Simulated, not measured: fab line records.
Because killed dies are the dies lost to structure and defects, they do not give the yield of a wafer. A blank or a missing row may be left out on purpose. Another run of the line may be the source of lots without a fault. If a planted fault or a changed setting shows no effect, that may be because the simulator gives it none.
The tool behind it: which one? || flow nand_harc || 24 lots, 72 wafers sampled, at 6 steps of a route of 1159

== WHAT EACH GAUGE READ, for each wafer ==
NHARC_P_STI_OVL_MEAS_10.
{"lot": "L074", "measured": "day 2 11:09", "on": "overlay-02", "overlay_x_nm (nm)": "5 5 5", "overlay_y_nm (nm)": "-7 -7 -7"}
{"lot": "L075", "measured": "day 2 16:50", "on": "overlay-01", "overlay_x_nm (nm)": "-5 -4 -4", "overlay_y_nm (nm)": "2 3 3"}
{"lot": "L076", "measured": "day 3 01:13", "on": "overlay-02", "overlay_x_nm (nm)": "0 0 0", "overlay_y_nm (nm)": "-3 -3 -3"}
{"lot": "L077", "measured": "day 3 04:54", "on": "overlay-02", "overlay_x_nm (nm)": "-1 -2 -2", "overlay_y_nm (nm)": "8 7 8"}
{"lot": "L078", "measured": "day 3 12:41", "on": "overlay-01", "overlay_x_nm (nm)": "4 3 4", "overlay_y_nm (nm)": "6 7 7"}
{"lot": "L079", "measured": "day 3 17:16", "on": "overlay-02", "overlay_x_nm (nm)": "9 9 8", "overlay_y_nm (nm)": "-13 -14 -13"}
{"lot": "L080", "measured": "day 4 02:32", "on": "overlay-02", "overlay_x_nm (nm)": "-5 -5 -5", "overlay_y_nm (nm)": "0 0 0"}
{"lot": "L081", "measured": "day 4 02:43", "on": "overlay-01", "overlay_x_nm (nm)": "2 2 1", "overlay_y_nm (nm)": "-10 -9 -9"}
{"lot": "L082", "measured": "day 4 11:00", "on": "overlay-02", "overlay_x_nm (nm)": "5 4 6", "overlay_y_nm (nm)": "1 1 1"}
{"lot": "L083", "measured": "day 4 17:04", "on": "overlay-01", "overlay_x_nm (nm)": "-3 -3 -3", "overlay_y_nm (nm)": "-8 -8 -7"}
{"lot": "L084", "measured": "day 4 23:02", "on": "overlay-01", "overlay_x_nm (nm)": "2 2 2", "overlay_y_nm (nm)": "-2 -3 -3"}
{"lot": "L085", "measured": "day 5 06:44", "on": "overlay-01", "overlay_x_nm (nm)": "4 4 4", "overlay_y_nm (nm)": "11 11 11"}
{"lot": "L086", "measured": "day 5 11:22", "on": "overlay-01", "overlay_x_nm (nm)": "-6 -7 -7", "overlay_y_nm (nm)": "-6 -6 -6"}
{"lot": "L088", "measured": "day 5 22:44", "on": "overlay-02", "overlay_x_nm (nm)": "1 1 1", "overlay_y_nm (nm)": "-6 -7 -6"}
{"lot": "L087", "measured": "day 5 22:47", "on": "overlay-02", "overlay_x_nm (nm)": "-6 -6 -5", "overlay_y_nm (nm)": "0 0 0"}
{"lot": "L090", "measured": "day 6 07:28", "on": "overlay-02", "overlay_x_nm (nm)": "2 2 1", "overlay_y_nm (nm)": "10 10 11"}
{"lot": "L089", "measured": "day 6 07:37", "on": "overlay-01", "overlay_x_nm (nm)": "4 5 4", "overlay_y_nm (nm)": "-7 -8 -8"}
{"lot": "L091", "measured": "day 6 17:11", "on": "overlay-01", "overlay_x_nm (nm)": "-5 -6 -6", "overlay_y_nm (nm)": "11 10 11"}
{"lot": "L092", "measured": "day 6 23:38", "on": "overlay-01", "overlay_x_nm (nm)": "-5 -5 -5", "overlay_y_nm (nm)": "-21 -22 -21"}
{"lot": "L093", "measured": "day 7 04:49", "on": "overlay-01", "overlay_x_nm (nm)": "-9 -9 -10", "overlay_y_nm (nm)": "-1 -1 -1"}
{"lot": "L094", "measured": "day 7 13:50", "on": "overlay-01", "overlay_x_nm (nm)": "2 3 3", "overlay_y_nm (nm)": "-2 -1 -1"}
{"lot": "L095", "measured": "day 7 14:01", "on": "overlay-02", "overlay_x_nm (nm)": "1 1 1", "overlay_y_nm (nm)": "0 1 0"}
{"lot": "L097", "measured": "day 8 01:31", "on": "overlay-01", "overlay_x_nm (nm)": "-6 -6 -6", "overlay_y_nm (nm)": "2 3 3"}
{"lot": "L096", "measured": "day 8 01:33", "on": "overlay-02", "overlay_x_nm (nm)": "2 2 2", "overlay_y_nm (nm)": "-8 -7 -8"}

NHARC_P_GATE_CD_MEAS_91 targets a cd of 2000 nm.
{"lot": "L074", "measured": "day 5 05:01", "on": "cd_sem-03", "cd_nm (nm)": "2000.9 1999.2 1997.7"}
{"lot": "L075", "measured": "day 5 14:47", "on": "cd_sem-02", "cd_nm (nm)": "2006.1 2002.8 2000.5"}
{"lot": "L076", "measured": "day 5 18:22", "on": "cd_sem-03", "cd_nm (nm)": "1999.4 1997.6 2001.1"}
{"lot": "L077", "measured": "day 5 18:55", "on": "cd_sem-01", "cd_nm (nm)": "2002.1 2002.5 2001.3"}
{"lot": "L078", "measured": "day 6 07:26", "on": "cd_sem-03", "cd_nm (nm)": "2001.5 2002.0 1998.3"}
{"lot": "L079", "measured": "day 6 08:07", "on": "cd_sem-02", "cd_nm (nm)": "1997.4 1997.6 1997.0"}
{"lot": "L080", "measured": "day 7 01:27", "on": "cd_sem-01", "cd_nm (nm)": "1998.8 2002.2 1998.2"}
{"lot": "L081", "measured": "day 7 01:55", "on": "cd_sem-03", "cd_nm (nm)": "2003.6 2002.2 2005.1"}
{"lot": "L082", "measured": "day 7 07:41", "on": "cd_sem-01", "cd_nm (nm)": "2001.9 1999.8 2001.7"}
{"lot": "L083", "measured": "day 7 18:25", "on": "cd_sem-02", "cd_nm (nm)": "2005.1 2004.2 1999.4"}
{"lot": "L084", "measured": "day 8 13:40", "on": "cd_sem-03", "cd_nm (nm)": "2006.4 1999.4 2002.3"}
{"lot": "L085", "measured": "day 8 12:19", "on": "cd_sem-02", "cd_nm (nm)": "2000.9 1998.6 2002.1"}
{"lot": "L086", "measured": "day 8 18:41", "on": "cd_sem-03", "cd_nm (nm)": "2002.8 2005.2 2000.7"}
{"lot": "L088", "measured": "day 8 13:58", "on": "cd_sem-02", "cd_nm (nm)": "2000.7 2001.5 2004.8"}
{"lot": "L087", "measured": "day 8 19:16", "on": "cd_sem-02", "cd_nm (nm)": "2003.2 1999.7 2001.1"}
{"lot": "L090", "measured": "day 9 04:08", "on": "cd_sem-02", "cd_nm (nm)": "1999.7 2000.3 2000.8"}
{"lot": "L089", "measured": "day 9 03:32", "on": "cd_sem-02", "cd_nm (nm)": "1998.9 1999.2 1997.9"}
{"lot": "L091", "measured": "day 9 15:02", "on": "cd_sem-01", "cd_nm (nm)": "1998.8 1998.9 1999.3"}
{"lot": "L092", "measured": "day 9 21:31", "on": "cd_sem-02", "cd_nm (nm)": "2001.3 1999.6 2002.6"}
{"lot": "L093", "measured": "day 9 19:27", "on": "cd_sem-01", "cd_nm (nm)": "1999.6 1999.3 1999.4"}
{"lot": "L094", "measured": "day 10 09:55", "on": "cd_sem-01", "cd_nm (nm)": "2003.2 2001.3 2002.6"}
{"lot": "L095", "measured": "day 10 09:29", "on": "cd_sem-02", "cd_nm (nm)": "1998.8 1998.6 1999.6"}
{"lot": "L097", "measured": "day 10 21:51", "on": "cd_sem-03", "cd_nm (nm)": "2003.3 1999.3 2001.8"}
{"lot": "L096", "measured": "day 10 22:37", "on": "cd_sem-03", "cd_nm (nm)": "2001.6 1998.8 1998.9"}

NHARC_P_CONTACT_OVL_MEAS_13.
{"lot": "L074", "measured": "day 5 10:12", "on": "overlay-02", "overlay_x_nm (nm)": "0.2 0.3 -0.2", "overlay_y_nm (nm)": "1.1 1.5 0.6"}
{"lot": "L075", "measured": "day 5 19:34", "on": "overlay-02", "overlay_x_nm (nm)": "0.6 0.3 0.1", "overlay_y_nm (nm)": "-0.4 -0.1 -0.1"}
{"lot": "L076", "measured": "day 5 23:18", "on": "overlay-02", "overlay_x_nm (nm)": "0.9 1.2 0.9", "overlay_y_nm (nm)": "1.0 1.4 0.8"}
{"lot": "L077", "measured": "day 6 00:09", "on": "overlay-01", "overlay_x_nm (nm)": "-1.0 -0.6 -0.3", "overlay_y_nm (nm)": "2.0 1.9 1.5"}
{"lot": "L078", "measured": "day 6 12:14", "on": "overlay-01", "overlay_x_nm (nm)": "1.3 1.5 1.4", "overlay_y_nm (nm)": "-0.8 -1.0 -1.1"}
{"lot": "L079", "measured": "day 6 12:54", "on": "overlay-02", "overlay_x_nm (nm)": "0.0 0.5 -0.1", "overlay_y_nm (nm)": "1.3 0.8 0.8"}
{"lot": "L080", "measured": "day 7 06:16", "on": "overlay-01", "overlay_x_nm (nm)": "0.7 0.8 0.1", "overlay_y_nm (nm)": "0.0 -0.9 -0.2"}
{"lot": "L081", "measured": "day 7 06:34", "on": "overlay-01", "overlay_x_nm (nm)": "0.2 0.3 0.4", "overlay_y_nm (nm)": "-0.9 -0.4 -1.0"}
{"lot": "L082", "measured": "day 7 12:47", "on": "overlay-01", "overlay_x_nm (nm)": "1.5 0.8 1.5", "overlay_y_nm (nm)": "1.0 0.1 0.6"}
{"lot": "L083", "measured": "day 7 23:16", "on": "overlay-02", "overlay_x_nm (nm)": "0.0 0.0 -0.4", "overlay_y_nm (nm)": "1.5 1.1 1.5"}
{"lot": "L084", "measured": "day 8 18:29", "on": "overlay-01", "overlay_x_nm (nm)": "-0.7 -1.0 -1.0", "overlay_y_nm (nm)": "0.9 1.1 1.9"}
{"lot": "L085", "measured": "day 8 17:13", "on": "overlay-01", "overlay_x_nm (nm)": "-0.5 -0.6 -0.5", "overlay_y_nm (nm)": "1.0 1.4 1.5"}
{"lot": "L086", "measured": "day 8 23:22", "on": "overlay-01", "overlay_x_nm (nm)": "-1.3 -1.0 -1.2", "overlay_y_nm (nm)": "-0.5 -0.5 -0.3"}
{"lot": "L088", "measured": "day 8 19:11", "on": "overlay-01", "overlay_x_nm (nm)": "0.2 0.8 0.1", "overlay_y_nm (nm)": "-0.8 -1.2 -1.0"}
{"lot": "L087", "measured": "day 9 00:33", "on": "overlay-01", "overlay_x_nm (nm)": "-0.4 0.3 0.4", "overlay_y_nm (nm)": "1.0 1.5 1.3"}
{"lot": "L090", "measured": "day 9 09:10", "on": "overlay-01", "overlay_x_nm (nm)": "0.2 0.1 0.2", "overlay_y_nm (nm)": "0.6 0.6 0.9"}
{"lot": "L089", "measured": "day 9 08:34", "on": "overlay-02", "overlay_x_nm (nm)": "0.5 0.3 0.5", "overlay_y_nm (nm)": "-0.2 -0.3 -0.4"}
{"lot": "L091", "measured": "day 9 19:51", "on": "overlay-01", "overlay_x_nm (nm)": "0.1 0.2 0.2", "overlay_y_nm (nm)": "1.3 1.3 1.5"}
{"lot": "L092", "measured": "day 10 02:18", "on": "overlay-01", "overlay_x_nm (nm)": "-0.2 -0.6 -0.1", "overlay_y_nm (nm)": "1.1 1.1 1.3"}
{"lot": "L093", "measured": "day 10 00:25", "on": "overlay-02", "overlay_x_nm (nm)": "0.7 0.6 0.4", "overlay_y_nm (nm)": "-0.8 -1.0 -1.1"}
{"lot": "L094", "measured": "day 10 15:03", "on": "overlay-01", "overlay_x_nm (nm)": "-0.6 -0.4 -0.6", "overlay_y_nm (nm)": "-0.1 -0.1 0.1"}
{"lot": "L095", "measured": "day 10 14:19", "on": "overlay-02", "overlay_x_nm (nm)": "-0.3 -0.5 -0.7", "overlay_y_nm (nm)": "-1.4 -0.8 -0.9"}
{"lot": "L097", "measured": "day 11 02:36", "on": "overlay-01", "overlay_x_nm (nm)": "-0.2 0.3 0.0", "overlay_y_nm (nm)": "0.8 1.6 1.3"}
{"lot": "L096", "measured": "day 11 03:23", "on": "overlay-01", "overlay_x_nm (nm)": "0.2 -0.1 0.8", "overlay_y_nm (nm)": "-0.3 -0.9 -0.3"}

NHARC_P_M0_THK_MEAS_24: measures by xrf.
{"lot": "L074", "measured": "day 5 17:31", "on": "film_metro-01", "thk_nm (nm)": "116.6 116.0 117.9"}
{"lot": "L075", "measured": "day 6 07:14", "on": "film_metro-01", "thk_nm (nm)": "119.0 112.9 116.8"}
{"lot": "L076", "measured": "day 6 07:43", "on": "film_metro-01", "thk_nm (nm)": "119.2 116.4 118.6"}
{"lot": "L077", "measured": "day 6 08:41", "on": "film_metro-02", "thk_nm (nm)": "115.1 115.7 116.3"}
{"lot": "L078", "measured": "day 6 18:53", "on": "film_metro-02", "thk_nm (nm)": "117.8 115.6 115.6"}
{"lot": "L079", "measured": "day 6 19:33", "on": "film_metro-02", "thk_nm (nm)": "117.3 116.5 117.6"}
{"lot": "L080", "measured": "day 7 13:02", "on": "film_metro-01", "thk_nm (nm)": "116.5 114.3 115.2"}
{"lot": "L081", "measured": "day 7 13:34", "on": "film_metro-02", "thk_nm (nm)": "113.7 118.1 117.0"}
{"lot": "L082", "measured": "day 7 22:06", "on": "film_metro-01", "thk_nm (nm)": "119.4 117.7 118.4"}
{"lot": "L083", "measured": "day 8 16:00", "on": "film_metro-01", "thk_nm (nm)": "116.9 118.5 118.4"}
{"lot": "L084", "measured": "day 9 05:21", "on": "film_metro-02", "thk_nm (nm)": "115.5 118.8 118.8"}
{"lot": "L085", "measured": "day 9 00:07", "on": "film_metro-01", "thk_nm (nm)": "117.0 118.9 116.0"}
{"lot": "L086", "measured": "day 9 07:38", "on": "film_metro-02", "thk_nm (nm)": "118.6 119.7 117.5"}
{"lot": "L088", "measured": "day 9 05:35", "on": "film_metro-02", "thk_nm (nm)": "117.3 116.8 116.9"}
{"lot": "L087", "measured": "day 9 12:29", "on": "film_metro-02", "thk_nm (nm)": "118.9 119.6 120.7"}
{"lot": "L090", "measured": "day 9 22:53", "on": "film_metro-02", "thk_nm (nm)": "119.5 118.9 118.6"}
{"lot": "L089", "measured": "day 9 21:55", "on": "film_metro-02", "thk_nm (nm)": "116.5 117.0 116.6"}
{"lot": "L091", "measured": "day 10 04:16", "on": "film_metro-01", "thk_nm (nm)": "118.5 117.1 116.7"}
{"lot": "L092", "measured": "day 10 08:58", "on": "film_metro-02", "thk_nm (nm)": "118.4 116.0 118.9"}
{"lot": "L093", "measured": "day 10 06:55", "on": "film_metro-01", "thk_nm (nm)": "118.1 115.4 118.7"}
{"lot": "L094", "measured": "day 11 06:23", "on": "film_metro-02", "thk_nm (nm)": "116.4 115.5 119.2"}
{"lot": "L095", "measured": "day 11 06:10", "on": "film_metro-01", "thk_nm (nm)": "117.8 118.0 116.6"}
{"lot": "L097", "measured": "day 11 10:13", "on": "film_metro-02", "thk_nm (nm)": "118.6 115.9 116.8"}
{"lot": "L096", "measured": "day 11 10:47", "on": "film_metro-02", "thk_nm (nm)": "116.9 115.6 114.6"}

== WHAT TOOL EACH LOT RAN ON (gives the tool, then ch and the chambers of the sampled wafers, and finally the start) ==
{"lot": "L074", "NHARC_P_GATE_DEGAS_109": "pvd_sputter-01, day 5 07:29", "NHARC_P_CONTACT_CMP_24": "cmp-03 ch 0,2,3, day 5 13:42"}
{"lot": "L075", "NHARC_P_GATE_DEGAS_109": "pvd_sputter-01, day 5 16:55", "NHARC_P_CONTACT_CMP_24": "cmp-04 ch 0,1,3, day 6 03:22"}
{"lot": "L076", "NHARC_P_GATE_DEGAS_109": "pvd_sputter-01, day 5 20:31", "NHARC_P_CONTACT_CMP_24": "cmp-01 ch 0,2,3, day 6 03:55"}
{"lot": "L077", "NHARC_P_GATE_DEGAS_109": "pvd_sputter-03, day 5 21:22", "NHARC_P_CONTACT_CMP_24": "cmp-01 ch 0,2, day 6 04:50"}
{"lot": "L078", "NHARC_P_GATE_DEGAS_109": "pvd_sputter-01, day 6 09:34", "NHARC_P_CONTACT_CMP_24": "cmp-01 ch 0,2,3, day 6 15:02"}
{"lot": "L079", "NHARC_P_GATE_DEGAS_109": "pvd_sputter-01, day 6 10:14", "NHARC_P_CONTACT_CMP_24": "cmp-01 ch 0,3, day 6 15:45"}
{"lot": "L080", "NHARC_P_GATE_DEGAS_109": "pvd_sputter-01, day 7 03:35", "NHARC_P_CONTACT_CMP_24": "cmp-03 ch 0,1, day 7 09:04"}
{"lot": "L081", "NHARC_P_GATE_DEGAS_109": "pvd_sputter-02, day 7 04:02", "NHARC_P_CONTACT_CMP_24": "cmp-01 ch 0,1,3, day 7 09:33"}
{"lot": "L082", "NHARC_P_GATE_DEGAS_109": "pvd_sputter-02, day 7 09:49", "NHARC_P_CONTACT_CMP_24": "cmp-03 ch 0,3, day 7 18:01"}
{"lot": "L083", "NHARC_P_GATE_DEGAS_109": "pvd_sputter-03, day 7 20:32", "NHARC_P_CONTACT_CMP_24": "cmp-03 ch 0,3, day 8 12:10"}
{"lot": "L084", "NHARC_P_GATE_DEGAS_109": "pvd_sputter-01, day 8 15:49", "NHARC_P_CONTACT_CMP_24": "cmp-04 ch 0,1, day 9 01:14"}
{"lot": "L085", "NHARC_P_GATE_DEGAS_109": "pvd_sputter-02, day 8 14:34", "NHARC_P_CONTACT_CMP_24": "cmp-01 ch 0,1,2, day 8 20:02"}
{"lot": "L086", "NHARC_P_GATE_DEGAS_109": "pvd_sputter-02, day 8 20:51", "NHARC_P_CONTACT_CMP_24": "cmp-04 ch 0,1,2, day 9 03:52"}
{"lot": "L088", "NHARC_P_GATE_DEGAS_109": "pvd_sputter-02, day 8 16:22", "NHARC_P_CONTACT_CMP_24": "cmp-04 ch 0,1,3, day 9 01:49"}
{"lot": "L087", "NHARC_P_GATE_DEGAS_109": "pvd_sputter-01, day 8 21:54", "NHARC_P_CONTACT_CMP_24": "cmp-03 ch 0,1, day 9 08:46"}
{"lot": "L090", "NHARC_P_GATE_DEGAS_109": "pvd_sputter-03, day 9 06:31", "NHARC_P_CONTACT_CMP_24": "cmp-03 ch 0,1, day 9 19:04"}
{"lot": "L089", "NHARC_P_GATE_DEGAS_109": "pvd_sputter-03, day 9 05:55", "NHARC_P_CONTACT_CMP_24": "cmp-04 ch 1,2,3, day 9 18:08"}
{"lot": "L091", "NHARC_P_GATE_DEGAS_109": "pvd_sputter-01, day 9 17:08", "NHARC_P_CONTACT_CMP_24": "cmp-04 ch 0,2,3, day 10 00:08"}
{"lot": "L092", "NHARC_P_GATE_DEGAS_109": "pvd_sputter-03, day 9 23:43", "NHARC_P_CONTACT_CMP_24": "cmp-04 ch 1,2,3, day 10 05:12"}
{"lot": "L093", "NHARC_P_GATE_DEGAS_109": "pvd_sputter-02, day 9 21:36", "NHARC_P_CONTACT_CMP_24": "cmp-01 ch 1,2,3, day 10 03:14"}
{"lot": "L094", "NHARC_P_GATE_DEGAS_109": "pvd_sputter-01, day 10 12:03", "NHARC_P_CONTACT_CMP_24": "cmp-03 ch 1,3, day 11 02:21"}
{"lot": "L095", "NHARC_P_GATE_DEGAS_109": "pvd_sputter-02, day 10 11:39", "NHARC_P_CONTACT_CMP_24": "cmp-01 ch 1,2,3, day 11 02:18"}
{"lot": "L097", "NHARC_P_GATE_DEGAS_109": "pvd_sputter-03, day 10 23:58", "NHARC_P_CONTACT_CMP_24": "cmp-04 ch 1,2, day 11 06:07"}
{"lot": "L096", "NHARC_P_GATE_DEGAS_109": "pvd_sputter-01, day 11 00:44", "NHARC_P_CONTACT_CMP_24": "cmp-03 ch 0,1,2, day 11 06:29"}
- NHARC_P_GATE_DEGAS_109: time 60 s.
- NHARC_P_CONTACT_CMP_24: polishes, t overpolish 30 s, target thk 200 nm.

== WHAT THE TOOLS THEMSELVES READ (means of the sampled wafers that have a number; where no wafer has one, the mark that the record gives instead) ==
NHARC_P_GATE_DEGAS_109.
{"lot": "L074", "tool": "pvd_sputter-01", "heater_power_w (W)": 461}
{"lot": "L075", "tool": "pvd_sputter-01", "heater_power_w (W)": 490}
{"lot": "L076", "tool": "pvd_sputter-01", "heater_power_w (W)": 475}
{"lot": "L077", "tool": "pvd_sputter-03", "heater_power_w (W)": 450}
{"lot": "L078", "tool": "pvd_sputter-01", "heater_power_w (W)": 494}
{"lot": "L079", "tool": "pvd_sputter-01", "heater_power_w (W)": 463}
{"lot": "L080", "tool": "pvd_sputter-01", "heater_power_w (W)": 453}
{"lot": "L081", "tool": "pvd_sputter-02", "heater_power_w (W)": 457}
{"lot": "L082", "tool": "pvd_sputter-02", "heater_power_w (W)": 436}
{"lot": "L083", "tool": "pvd_sputter-03", "heater_power_w (W)": 439}
{"lot": "L084", "tool": "pvd_sputter-01", "heater_power_w (W)": 468}
{"lot": "L085", "tool": "pvd_sputter-02", "heater_power_w (W)": 456}
{"lot": "L086", "tool": "pvd_sputter-02", "heater_power_w (W)": 429}
{"lot": "L088", "tool": "pvd_sputter-02", "heater_power_w (W)": 431}
{"lot": "L087", "tool": "pvd_sputter-01", "heater_power_w (W)": 473}
{"lot": "L090", "tool": "pvd_sputter-03", "heater_power_w (W)": 483}
{"lot": "L089", "tool": "pvd_sputter-03", "heater_power_w (W)": 427}
{"lot": "L091", "tool": "pvd_sputter-01", "heater_power_w (W)": 463}
{"lot": "L092", "tool": "pvd_sputter-03", "heater_power_w (W)": 454}
{"lot": "L093", "tool": "pvd_sputter-02", "heater_power_w (W)": 467}
{"lot": "L094", "tool": "pvd_sputter-01", "heater_power_w (W)": 461}
{"lot": "L095", "tool": "pvd_sputter-02", "heater_power_w (W)": 454}
{"lot": "L097", "tool": "pvd_sputter-03", "heater_power_w (W)": 452}
{"lot": "L096", "tool": "pvd_sputter-01", "heater_power_w (W)": 471}

NHARC_P_CONTACT_CMP_24.
{"lot": "L074", "tool": "cmp-03", "edge_zone_pressure_frac": 0.998, "motor_current_A (A)": 11.7, "overpolish_run_s (s)": 30.000, "slurry_filter_dp_kPa (kPa)": 13.34, "time_to_endpoint_s (s)": 43.1}
{"lot": "L075", "tool": "cmp-04", "edge_zone_pressure_frac": 0.996, "motor_current_A (A)": 12.6, "overpolish_run_s (s)": 30.000, "slurry_filter_dp_kPa (kPa)": 13.46, "time_to_endpoint_s (s)": 42.3}
{"lot": "L076", "tool": "cmp-01", "edge_zone_pressure_frac": 1.000, "motor_current_A (A)": 12.2, "overpolish_run_s (s)": 30.007, "slurry_filter_dp_kPa (kPa)": 13.65, "time_to_endpoint_s (s)": 40.3}
{"lot": "L077", "tool": "cmp-01", "edge_zone_pressure_frac": 1.000, "motor_current_A (A)": 13.9, "overpolish_run_s (s)": 30.002, "slurry_filter_dp_kPa (kPa)": 13.57, "time_to_endpoint_s (s)": 39.0}
{"lot": "L078", "tool": "cmp-01", "edge_zone_pressure_frac": 1.001, "motor_current_A (A)": 12.2, "overpolish_run_s (s)": 30.004, "slurry_filter_dp_kPa (kPa)": 13.55, "time_to_endpoint_s (s)": 39.4}
{"lot": "L079", "tool": "cmp-01", "edge_zone_pressure_frac": 0.996, "motor_current_A (A)": 11.0, "overpolish_run_s (s)": 30.000, "slurry_filter_dp_kPa (kPa)": 13.55, "time_to_endpoint_s (s)": 42.7}
{"lot": "L080", "tool": "cmp-03", "edge_zone_pressure_frac": 1.006, "motor_current_A (A)": 11.4, "overpolish_run_s (s)": 30.000, "slurry_filter_dp_kPa (kPa)": 13.47, "time_to_endpoint_s (s)": 44.1}
{"lot": "L081", "tool": "cmp-01", "edge_zone_pressure_frac": 0.999, "motor_current_A (A)": 11.8, "overpolish_run_s (s)": 29.998, "slurry_filter_dp_kPa (kPa)": 13.46, "time_to_endpoint_s (s)": 40.9}
{"lot": "L082", "tool": "cmp-03", "edge_zone_pressure_frac": 1.002, "motor_current_A (A)": 12.1, "overpolish_run_s (s)": 30.005, "slurry_filter_dp_kPa (kPa)": 13.47, "time_to_endpoint_s (s)": 40.0}
{"lot": "L083", "tool": "cmp-03", "edge_zone_pressure_frac": 0.998, "motor_current_A (A)": 11.5, "overpolish_run_s (s)": 30.000, "slurry_filter_dp_kPa (kPa)": 13.57, "time_to_endpoint_s (s)": 38.0}
{"lot": "L084", "tool": "cmp-04", "edge_zone_pressure_frac": 0.996, "motor_current_A (A)": 13.2, "overpolish_run_s (s)": 30.000, "slurry_filter_dp_kPa (kPa)": 13.49, "time_to_endpoint_s (s)": 35.0}
{"lot": "L085", "tool": "cmp-01", "edge_zone_pressure_frac": 1.000, "motor_current_A (A)": 13.2, "overpolish_run_s (s)": 30.008, "slurry_filter_dp_kPa (kPa)": 13.55, "time_to_endpoint_s (s)": 37.9}
{"lot": "L086", "tool": "cmp-04", "edge_zone_pressure_frac": 1.003, "motor_current_A (A)": 13.3, "overpolish_run_s (s)": 29.998, "slurry_filter_dp_kPa (kPa)": 13.51, "time_to_endpoint_s (s)": 36.8}
{"lot": "L088", "tool": "cmp-04", "edge_zone_pressure_frac": 1.000, "motor_current_A (A)": 12.8, "overpolish_run_s (s)": 30.005, "slurry_filter_dp_kPa (kPa)": 13.58, "time_to_endpoint_s (s)": 39.0}
{"lot": "L087", "tool": "cmp-03", "edge_zone_pressure_frac": 0.998, "motor_current_A (A)": 11.4, "overpolish_run_s (s)": 30.001, "slurry_filter_dp_kPa (kPa)": 13.32, "time_to_endpoint_s (s)": 40.4}
{"lot": "L090", "tool": "cmp-03", "edge_zone_pressure_frac": 0.999, "motor_current_A (A)": 11.5, "overpolish_run_s (s)": 30.004, "slurry_filter_dp_kPa (kPa)": 13.37, "time_to_endpoint_s (s)": 40.4}
{"lot": "L089", "tool": "cmp-04", "edge_zone_pressure_frac": 1.000, "motor_current_A (A)": 13.0, "overpolish_run_s (s)": 30.008, "slurry_filter_dp_kPa (kPa)": 13.57, "time_to_endpoint_s (s)": 38.4}
{"lot": "L091", "tool": "cmp-04", "edge_zone_pressure_frac": 1.000, "motor_current_A (A)": 13.0, "overpolish_run_s (s)": 30.000, "slurry_filter_dp_kPa (kPa)": 13.58, "time_to_endpoint_s (s)": 40.2}
{"lot": "L092", "tool": "cmp-04", "edge_zone_pressure_frac": 1.001, "motor_current_A (A)": 12.9, "overpolish_run_s (s)": 30.004, "slurry_filter_dp_kPa (kPa)": 13.58, "time_to_endpoint_s (s)": 39.5}
{"lot": "L093", "tool": "cmp-01", "edge_zone_pressure_frac": 1.001, "motor_current_A (A)": 11.8, "overpolish_run_s (s)": 30.002, "slurry_filter_dp_kPa (kPa)": 13.39, "time_to_endpoint_s (s)": 39.3}
{"lot": "L094", "tool": "cmp-03", "edge_zone_pressure_frac": 0.996, "motor_current_A (A)": 11.9, "overpolish_run_s (s)": 30.007, "slurry_filter_dp_kPa (kPa)": 13.45, "time_to_endpoint_s (s)": 39.6}
{"lot": "L095", "tool": "cmp-01", "edge_zone_pressure_frac": 1.000, "motor_current_A (A)": 12.0, "overpolish_run_s (s)": 29.988, "slurry_filter_dp_kPa (kPa)": 13.54, "time_to_endpoint_s (s)": 40.9}
{"lot": "L097", "tool": "cmp-04", "edge_zone_pressure_frac": 1.002, "motor_current_A (A)": 13.0, "overpolish_run_s (s)": 30.005, "slurry_filter_dp_kPa (kPa)": 13.55, "time_to_endpoint_s (s)": 35.7}
{"lot": "L096", "tool": "cmp-03", "edge_zone_pressure_frac": 1.005, "motor_current_A (A)": 11.5, "overpolish_run_s (s)": 30.010, "slurry_filter_dp_kPa (kPa)": 13.50, "time_to_endpoint_s (s)": 40.3}

== THE ANSWER, worked out from the rows above alone ==
Rule: what is usual is taken from the lots themselves. The widest of any qualifying gaps counts: lots, ordered by their means at a reading, are off when they make up no more than a third of the lots, leave a main group of 4 or more, and stand apart from it by 3 or more times the standard deviation of that group's means. A main group whose means are all the same, to the digits that the tables above print for the reading, isn't used. Also off: a lot with no number at a reading for which 4 or more lots have one. All remaining lots with rows at the step are treated as sound. After the gauges, taken in route order, come the tools' own readings; for these a lot's mean is taken, as printed above. At the first step where some lot is off, the reading lying furthest off is the one used; lots without a number count as furthest.
Nothing can be told from this: no lot is off at any reading shown.

== WHAT THE SIMULATOR HAD INSERTED ==
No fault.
